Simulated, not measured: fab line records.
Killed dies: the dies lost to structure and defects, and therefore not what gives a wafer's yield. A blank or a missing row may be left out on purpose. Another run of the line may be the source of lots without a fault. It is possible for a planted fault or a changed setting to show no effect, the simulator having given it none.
Problem report in the 8D (eight disciplines) form, filled by code / flow n5Finfet / the parts of the form that need people (team, actions taken, sign-off) are left out

== 1. WHAT WENT WRONG ==
N5_PASSIVATION_PROBE_49, killedAtOther: mean 1045 over 1 wafer from 1 lot; wafers with no fault: 5, standard deviation 3.6. That is +99 or more standard deviations from the usual mean.
First seen on wafer L770.2, day 14 15:57, on prober-02. Wafers with a number at this step in the record: 7, from 3 lots. The rule behind "out" and "out of limits": a value lying over 4 standard deviations away from the usual mean. All remaining wafers that have a number are taken as sound.

== 2. WHAT IT IS AND WHAT IT IS NOT ==
question=which readings at this step | is=killedAtOther, defectLimitedYield, killedDies, killedOnRim, sort_bin_5_function, sortNPass, sortYieldPct | is not=killed_at_M4_up, killedAtContacts, killedAtFrontEnd, killedOpen, killedShort, sort_bin_6_memory, sort_bin_8_speed
question=which lots | is=L770 | is not=L777, L782
question=which wafers of those lots | is=L770.2 | is not=L770.3
question=read on which tools | is=prober-02 | is not=prober-01
question=when | is=from day 14 15:57 | is not=up to then (0 sound wafers); but 6 sound wafers of L770, L777, L782 came after

== 3. THE SUSPECTS, EACH WITH WHAT RULES IT OUT ==
Counting: a tool at a process step up to the reading stays a suspect if it ran every lot that is out. Sound lots after the first of them don't rule it out here, since some wafers of a struck lot are sound.
- rieMetal-03 at N5_MIM_TOP_ETCH_ETCH_00 (etches TiN in Cl2/BCl3, target depth 38.5 nm): kept. It ran the lot that is out, L770 (day 14 04:38).
- rieDiel-02 at N5_MIM_TOP_ETCH_STRIP_01 (strips in O2): kept. It ran the lot that is out, L770 (day 14 04:49).
- pecvd-02 at N5_PASSIVATION_PECVD_01 (deposits SiNx from SiH4/NH3/N2, target thk 200 nm, time 43.2 s): kept. It ran the lot that is out, L770 (day 14 06:22).
- rieDiel-06 at N5_PASSIVATION_DESCUM_12 (chemistry O2, time 7.9 s): kept. It ran the lot that is out, L770 (day 14 06:56).
- prober-02 at N5_PASSIVATION_PROBE_49: kept. It ran the lot that is out, L770 (day 14 15:57). Out on those wafers are its own readings of defectLimitedYield, killedAtOther, killedDies, killedOnRim, sort_bin_5_function, sortNPass, sortYieldPct.
- Within rieDiel-02 at N5_MIM_TOP_ETCH_STRIP_01, the wafers that are out were processed in chamber 3 and their sound lot-mates in chamber 0.
Left after counting: rieMetal-03 at N5_MIM_TOP_ETCH_ETCH_00, rieDiel-02 at N5_MIM_TOP_ETCH_STRIP_01, pecvd-02 at N5_PASSIVATION_PECVD_01, rieDiel-06 at N5_PASSIVATION_DESCUM_12, prober-02 at N5_PASSIVATION_PROBE_49.

== 4. THE CAUSE (what the simulator had put in) ==
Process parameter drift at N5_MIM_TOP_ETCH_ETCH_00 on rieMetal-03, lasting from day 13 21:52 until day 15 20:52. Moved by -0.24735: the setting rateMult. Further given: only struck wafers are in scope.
5 suspects survive the count, and this tool is in that group.

== 5. THE CHAIN OF EFFECTS, in route order ==
Each row: a reading where the mean over the struck wafers with a number is more than 3 standard deviations away from the usual. Readings are gone through only where the record gives a usual standard deviation; hours: the median, over the lots, of the time from a lot's start at the first step in this table giving one to that lot's start at this step; sigmas: the change measured in usual standard deviations.
hours=0; step=N5_PASSIVATION_PROBE_49; reading=defectLimitedYield; usual=91.3 %; on struck wafers=1.9; change=-89.4; sigmas=-60
hours=0; step=N5_PASSIVATION_PROBE_49; reading=killedAtOther; usual=5; on struck wafers=1045; change=+1040; sigmas=+99 or more
hours=0; step=N5_PASSIVATION_PROBE_49; reading=killedDies; usual=103; on struck wafers=1158; change=+1055; sigmas=+59
hours=0; step=N5_PASSIVATION_PROBE_49; reading=killedOnRim; usual=14; on struck wafers=150; change=+136; sigmas=+32
hours=0; step=N5_PASSIVATION_PROBE_49; reading=sort_bin_5_function; usual=5.1 %; on struck wafers=94.2; change=+89.1; sigmas=+93
hours=0; step=N5_PASSIVATION_PROBE_49; reading=sortNPass; usual=1077; on struck wafers=22; change=-1055; sigmas=-59
hours=0; step=N5_PASSIVATION_PROBE_49; reading=sortYieldPct; usual=91.3 %; on struck wafers=1.9; change=-89.4; sigmas=-60
Its process steps:
- N5_PASSIVATION_PROBE_49

== 6. HOW IT WOULD HAVE BEEN CAUGHT EARLIER ==
In this record the first reading out of limits was taken at day 14 15:57, 18 hours after the fault began at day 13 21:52.
An alarm limit of 4 standard deviations would not have fired on the tool readings at N5_MIM_TOP_ETCH_ETCH_00 for which the record gives a usual standard deviation, since none of them was out on any struck wafer.
By day 14 15:57 the whole set of lots that are out, 1 in number, had already begun N5_MIM_TOP_ETCH_ETCH_00 on rieMetal-03. A hold on the tool at that time would have spared none of them.
